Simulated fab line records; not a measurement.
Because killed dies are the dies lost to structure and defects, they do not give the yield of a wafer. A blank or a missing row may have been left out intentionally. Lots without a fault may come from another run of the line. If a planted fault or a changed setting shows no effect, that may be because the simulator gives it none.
Matching of chambers -- flow n5-finfet -- thermal-cvd-si-02 running N5_HKMG_FIN_CVD_62: 3 sister chambers
The step deposits a-Si from Si2H6, target thk 3 nm, time 20.8 s. 3 wafers are shown with their chamber, then 8 later ones without.

WAFERS WITH THEIR CHAMBER
wafer,chamber,heater-power-w (W)
L356.3,2,1432
L356.5,1,1494
L358.1,0,1407

WAFERS WHOSE CHAMBER IS MISSING
wafer,heater-power-w (W)
L358.3,1498
L358.6,1379
L364.2,1503
L364.3,1399
L364.5,1429
L366.1,1417
L366.4,1420
L366.5,1426

CHAMBER TAKEN BY EACH
wafer,from the rows above,in truth
L358.3,1,1
L358.6,0,0
L364.2,1,1
L364.3,0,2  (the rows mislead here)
L364.5,can't be placed: 2 or 0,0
L366.1,can't be placed: 0 or 2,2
L366.4,can't be placed: 2 or 0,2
L366.5,can't be placed: 2 or 0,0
Correct placement for 3 of the 8. Not placeable from these rows: 4 (in 4, the candidates include the true chamber). Wrongly placed: 1.
How it was worked out, from the rows above alone: a wafer's distance from a chamber is the root of the sum, over the readings, of the square of ((its reading less the chamber's mean) divided by the reading's scatter). The wafer belongs to the nearest chamber; if the next one is less than 2 further off, it can't be placed. Each chamber's mean is taken over the wafers shown for it. The scatter (one wafer shown for each chamber): square how far every hidden wafer sits from the nearest shown wafer, average those squares and take the square root.
